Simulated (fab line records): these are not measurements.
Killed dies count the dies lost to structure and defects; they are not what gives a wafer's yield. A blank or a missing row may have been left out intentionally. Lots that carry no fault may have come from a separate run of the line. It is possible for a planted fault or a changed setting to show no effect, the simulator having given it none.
The tool behind it: which one? ; flow nandHarc ; 11 lots, 33 wafers sampled, at 6 steps of a route of 1302

WHAT THE GAUGES READ, wafer by wafer
NHARC_A_CHANNEL_HOLE_D2_CD_MEAS_18.
lot;measured;on;cdNm (nm)
L725;day 14 03:28;cdSem-03;101 96 101
L726;day 14 22:33;cdSem-01;95 109 91
L728;day 15 14:30;cdSem-03;105 102 95
L730;day 16 02:56;cdSem-02;105 97 90
L735;day 18 13:20;cdSem-03;100 99 103
L736;day 19 11:32;cdSem-03;99 99 93
L737;day 19 13:27;cdSem-03;103 101 99
L741;day 21 00:49;cdSem-02;96 99 101
L743;day 21 02:51;cdSem-03;102 102 98
L745;day 22 03:07;cdSem-03;101 96 101
L746;day 23 03:10;cdSem-03;101 96 98

NHARC_A_CHANNEL_HOLE_D2_CD_MEAS_31.
lot;measured;on;cdNm (nm)
L725;day 14 09:04;cdSem-01;90.6 88.9 90.9
L726;day 15 04:08;cdSem-02;89.1 93.3 89.1
L728;day 15 20:05;cdSem-01;94.2 92.0 91.1
L730;day 16 08:32;cdSem-01;90.8 93.8 88.6
L735;day 18 18:56;cdSem-01;91.2 89.1 86.8
L736;day 19 17:07;cdSem-03;87.8 89.2 88.1
L737;day 19 21:16;cdSem-02;88.2 88.2 88.4
L741;day 21 06:50;cdSem-02;90.4 89.0 91.7
L743;day 21 14:22;cdSem-03;88.2 91.0 90.6
L745;day 22 12:48;cdSem-01;90.2 89.3 90.0
L746;day 23 12:47;cdSem-02;92.0 88.7 89.9

NHARC_END_WLT_00.
lot;measured;on;VT_DECK1_BOTTOM;VT_DECK1_BOTTOM_INNER;VT_DECK1_MEDIAN_NEAR_BOTTOM;VT_DECK1_MEDIAN_NEAR_BOTTOM_INNER;VT_DECK1_MIDDLE;VT_DECK1_MIDDLE_INNER;VT_DECK1_TOP;VT_DECK1_TOP_INNER;VT_DECK2_BOTTOM;VT_DECK2_BOTTOM_INNER;VT_DECK2_MEDIAN_NEAR_BOTTOM;VT_DECK2_MEDIAN_NEAR_BOTTOM_INNER;VT_DECK2_MIDDLE;VT_DECK2_MIDDLE_INNER;VT_DECK2_TOP;VT_DECK2_TOP_INNER
L725;day 25 06:11;prober-02;0.873 0.868 0.864;0.869 0.863 0.865;0.873 0.869 0.879;0.875 0.873 0.866;0.882 0.876 0.884;0.881 0.878 0.884;0.884 0.888 0.895;0.895 0.889 0.887;0.862 0.867 0.863;0.859 0.859 0.868;0.869 0.860 0.870;0.870 0.872 0.866;0.881 0.875 0.875;0.881 0.883 0.869;0.887 0.886 0.876;0.887 0.892 0.884
L726;day 25 15:47;prober-01;0.879 0.864 0.861;0.880 0.870 0.863;0.869 0.873 0.869;0.883 0.871 0.862;0.889 0.885 0.880;0.884 0.882 0.884;0.880 0.886 0.893;0.894 0.900 0.893;0.869 0.883 0.864;0.871 0.878 0.873;0.873 0.882 0.867;0.871 0.881 0.868;0.879 0.900 0.877;0.883 0.896 0.877;0.898 0.897 0.902;0.899 0.901 0.896
L728;day 26 03:04;prober-01;0.876 0.882 0.863;0.877 0.878 0.874;0.870 0.880 0.870;0.881 0.880 0.883;0.894 0.899 0.892;0.876 0.888 0.875;0.898 0.902 0.895;0.898 0.890 0.902;0.886 0.880 0.876;0.886 0.879 0.883;0.880 0.884 0.878;0.890 0.882 0.877;0.899 0.894 0.885;0.891 0.887 0.886;0.908 0.900 0.900;0.899 0.896 0.892
L730;day 27 12:01;prober-01;0.870 0.871 0.875;0.869 0.872 0.877;0.877 0.876 0.876;0.872 0.876 0.881;0.886 0.887 0.885;0.879 0.882 0.885;0.896 0.898 0.891;0.894 0.883 0.895;0.872 0.887 0.861;0.877 0.881 0.869;0.880 0.884 0.866;0.878 0.880 0.868;0.887 0.894 0.878;0.886 0.894 0.880;0.893 0.899 0.889;0.895 0.896 0.889
L735;day 29 08:58;prober-02;5.940 6.014 6.026 6.070 6.027 6.031;6.009 6.001 6.011 5.941 6.006 5.936;6.019 6.011 6.000 5.979 5.965 6.004;5.999 6.018 6.021 6.006 6.008 5.963;5.963 5.954 6.061 6.010 6.007 5.945;5.991 5.997 6.003 6.050 6.000 6.006;6.009 5.983 5.977 6.011 6.016 5.979;6.047 5.977 6.042 5.969 5.965 5.989;6.009 5.950 5.991 6.035 5.969 6.021;6.004 6.008 6.025 5.963 6.034 5.983;6.022 6.047 5.976 5.998 5.983 5.998;6.046 6.000 6.021 6.007 6.000 5.967;6.008 5.987 6.049 6.003 6.021 5.993;6.033 6.040 5.949 6.006 5.991 6.023;5.996 5.996 5.984 5.982 5.976 5.973;5.987 5.985 5.936 5.948 5.990 5.975
L736;day 30 06:02;prober-01;6.051 6.003 5.964 5.996 5.977 6.023;5.988 5.979 5.974 6.052 6.042 5.970;6.046 5.972 6.020 6.055 5.967 5.950;6.015 6.035 5.980 6.012 5.997 6.013;6.015 6.015 6.019 6.031 5.951 5.970;5.957 6.024 6.031 6.009 5.944 5.961;6.013 5.990 5.996 5.994 5.971 6.001;5.972 5.979 6.036 5.980 5.990 6.023;6.003 6.023 6.005 6.023 6.031 5.994;5.988 6.030 6.019 5.972 6.036 5.951;6.041 5.969 6.007 6.022 5.941 5.985;6.018 5.970 6.001 5.998 5.996 5.990;6.033 6.028 6.012 5.984 6.034 5.978;6.016 6.005 5.969 5.933 6.000 5.972;5.979 5.966 5.971 6.037 5.973 5.996;6.060 6.038 5.960 5.965 5.977 6.008
L737;day 30 06:02;prober-02;6.025 6.027 6.050 6.079 5.939 5.984;6.002 6.040 6.042 5.965 6.056 6.013;5.965 6.001 6.007 6.004 5.974 6.023;5.976 5.931 5.974 6.013 6.048 6.042;6.011 6.034 6.012 5.989 5.958 6.006;6.052 5.985 6.057 6.024 5.974 6.027;6.033 6.059 6.005 6.016 5.970 6.048;5.988 5.985 5.968 6.031 6.014 6.025;6.026 6.055 6.030 6.031 5.991 5.965;5.975 6.024 5.957 5.953 6.001 6.005;5.978 5.988 6.004 6.037 5.938 6.052;6.002 6.036 5.974 5.980 6.003 5.972;5.987 5.964 6.044 6.030 5.960 6.022;6.024 5.989 5.993 6.016 6.027 5.987;5.981 6.026 5.952 5.975 5.996 6.025;6.029 5.965 6.029 5.986 6.023 6.012
L741;day 31 23:26;prober-01;0.873 0.890 0.881;0.877 0.888 0.878;0.879 0.885 0.882;0.880 0.881 0.880;0.896 0.885 0.897;0.893 0.897 0.897;0.900 0.899 0.892;0.895 0.899 0.902;0.874 0.868 0.878;0.864 0.865 0.874;0.873 0.871 0.874;0.866 0.874 0.873;0.880 0.878 0.886;0.882 0.884 0.887;0.886 0.901 0.895;0.887 0.901 0.895
L743;day 31 23:27;prober-02;0.889 0.880 0.881;0.893 0.876 0.875;0.887 0.876 0.881;0.887 0.876 0.886;0.894 0.901 0.895;0.890 0.892 0.886;0.909 0.909 0.902;0.911 0.903 0.901;0.871 0.887 0.874;0.875 0.887 0.879;0.878 0.886 0.878;0.875 0.893 0.882;0.880 0.884 0.891;0.888 0.892 0.898;0.893 0.907 0.898;0.899 0.903 0.905
L745;day 33 06:44;prober-01;0.862 0.874 0.865;0.867 0.865 0.857;0.866 0.872 0.866;0.870 0.870 0.864;0.879 0.878 0.868;0.872 0.867 0.880;0.888 0.886 0.886;0.889 0.884 0.882;0.876 0.868 0.876;0.873 0.861 0.868;0.878 0.866 0.886;0.879 0.873 0.870;0.884 0.880 0.888;0.888 0.880 0.885;0.896 0.893 0.895;0.902 0.896 0.889
L746;day 34 08:04;prober-02;0.866 0.862 0.872;0.869 0.862 0.876;0.864 0.865 0.875;0.875 0.862 0.867;0.882 0.879 0.868;0.878 0.877 0.876;0.884 0.884 0.887;0.889 0.886 0.887;0.881 0.878 0.872;0.874 0.865 0.877;0.877 0.873 0.875;0.880 0.870 0.859;0.886 0.889 0.886;0.889 0.882 0.881;0.893 0.894 0.900;0.897 0.903 0.902

NHARC_END_SORT_01.
lot;measured;on;defectLimitedYield (%);killedAtArray;killedAtOther;killedAtPeriphery;killedDies;killedOpen;killedShort
L725;day 25 09:10;prober-02;87.4 90.0 89.1;83 65 74;1 2 0;1 1 0;85 68 74;1 2 1;2 4 4
L726;day 25 18:44;prober-01;88.3 89.5 87.9;75 68 81;1 0 0;3 3 1;79 71 82;4 5 4;3 4 3
L728;day 26 06:04;prober-01;89.8 91.7 92.2;61 53 46;0 0 0;8 3 7;69 56 53;4 0 4;8 2 3
L730;day 27 14:58;prober-01;88.0 87.9 86.7;67 72 81;3 3 0;11 7 9;81 82 90;3 2 4;2 6 5
L741;day 32 02:23;prober-01;88.0 88.3 88.0;77 73 79;1 1 1;3 5 1;81 79 81;3 6 2;3 2 2
L743;day 32 02:29;prober-02;90.1 87.4 90.7;64 81 59;0 1 1;3 3 3;67 85 63;1 1 1;1 4 2
L745;day 33 09:45;prober-01;92.6 91.4 88.5;46 54 72;2 0 2;2 4 4;50 58 78;6 3 7;6 5 3
L746;day 34 11:23;prober-02;91.4 89.2 90.8;53 68 57;0 1 1;5 4 4;58 73 62;3 1 5;2 5 1

WHICH TOOL RAN EACH LOT (tool, then ch and the chambers of the sampled wafers, then the start)
lot;NHARC_A_CHANNEL_FILL_D2_ALD_02;NHARC_A_CHANNEL_FILL_D2_ALD_14
L725;aldHk-02 ch 0,1,3, day 14 09:27;aldHk-02 ch 1,2,3, day 14 16:31
L726;aldHk-02 ch 1,2,3, day 15 04:31;aldHk-01 ch 0,3, day 15 11:32
L728;aldHk-01 ch 1,2,3, day 15 20:28;aldHk-02 ch 0,1,2, day 16 03:28
L730;aldHk-04 ch 0,1,2, day 16 08:55;aldHk-02 ch 0,2,3, day 16 15:56
L735;aldHk-02 ch 0,1,2, day 18 19:28;aldHk-01 ch 0,1,3, day 19 02:25
L736;aldHk-02 ch 1,3, day 19 17:31;aldHk-02 ch 0,1,3, day 20 00:29
L737;aldHk-02 ch 0,1,3, day 19 21:38;aldHk-01 ch 0,1,2, day 20 04:43
L741;aldHk-01 ch 1,2,3, day 21 07:14;aldHk-04 ch 0,2,3, day 21 15:02
L743;aldHk-02 ch 0,1,2, day 21 15:27;aldHk-04 ch 0,1,2, day 21 23:43
L745;aldHk-01 ch 0,3, day 22 13:10;aldHk-01 ch 1,2,3, day 22 20:29
L746;aldHk-01 ch 2,3, day 23 13:19;aldHk-04 ch 0,1, day 23 22:05
- NHARC_A_CHANNEL_FILL_D2_ALD_02: deposits SiO2, target thk 6 nm, pulse time 10 s, ald cycles 60.
- NHARC_A_CHANNEL_FILL_D2_ALD_14: deposits SiO2, target thk 2.5 nm, pulse time 10 s, ald cycles 25.

WHAT THE TOOLS THEMSELVES READ (means of the sampled wafers that have a number; where no wafer has one, the mark that the record gives instead)
NHARC_A_CHANNEL_FILL_D2_ALD_02.
lot;tool;heaterPowerOuterW (W);heaterPowerW (W);precursorPulseHeightRel
L725;aldHk-02;262;460;0.995
L726;aldHk-02;289;523;1.019
L728;aldHk-01;273;500;1.008
L730;aldHk-04;237;453;1.003
L735;aldHk-02;-;-;-
L736;aldHk-02;-;-;-
L737;aldHk-02;-;-;-
L741;aldHk-01;275;524;0.990
L743;aldHk-02;272;493;0.986
L745;aldHk-01;237;432;0.998
L746;aldHk-01;246;465;1.004

NHARC_A_CHANNEL_FILL_D2_ALD_14.
lot;tool;heaterPowerOuterW (W);heaterPowerW (W);precursorPulseHeightRel
L725;aldHk-02;292;525;0.993
L726;aldHk-01;245;435;0.984
L728;aldHk-02;273;491;1.012
L730;aldHk-02;288;505;0.994
L735;aldHk-01;268;500;1.013
L736;aldHk-02;251;452;1.003
L737;aldHk-01;237;457;0.982
L741;aldHk-04;245;446;0.981
L743;aldHk-04;232;423;1.016
L745;aldHk-01;276;519;0.999
L746;aldHk-04;229;450;0.993

THE ANSWER, worked out from the rows above alone
Rule: usual is defined by the lots themselves. The widest of any qualifying gaps counts: lots, ordered by their means at a reading, are off when they make up no more than a third of the lots, leave a main group of 4 or more, and stand apart from it by 3 or more times the standard deviation of that group's means. If all means in a main group match to the digits the tables above print for the reading, that group is not used. Also off: a lot with no number at a reading for which 4 or more lots have one. Any other lot the step has rows for is counted as sound. First the gauges in route order, then the tools' own readings, where a lot's mean is used as printed above. The first step at which some lot is off is used, and at that step the reading that is off furthest; a lot without a number counts as furthest.
Off: L735, L736, L737, seen at NHARC_END_WLT_00 (VT_DECK2_MIDDLE_INNER). Mean 0.885 and standard deviation 0.004 in the main group.
A tool fits if, at a process step before that reading, it ran every lot that is off, and no sound lot after the first of them. Not tried: the gauges at NHARC_END_WLT_00; whatever is off there is also off at NHARC_A_CHANNEL_FILL_D2_ALD_02, on other tools, and gauge error can't account for it. Not one of the candidates tried fits.

WHAT WAS PUT IN BY THE SIMULATOR
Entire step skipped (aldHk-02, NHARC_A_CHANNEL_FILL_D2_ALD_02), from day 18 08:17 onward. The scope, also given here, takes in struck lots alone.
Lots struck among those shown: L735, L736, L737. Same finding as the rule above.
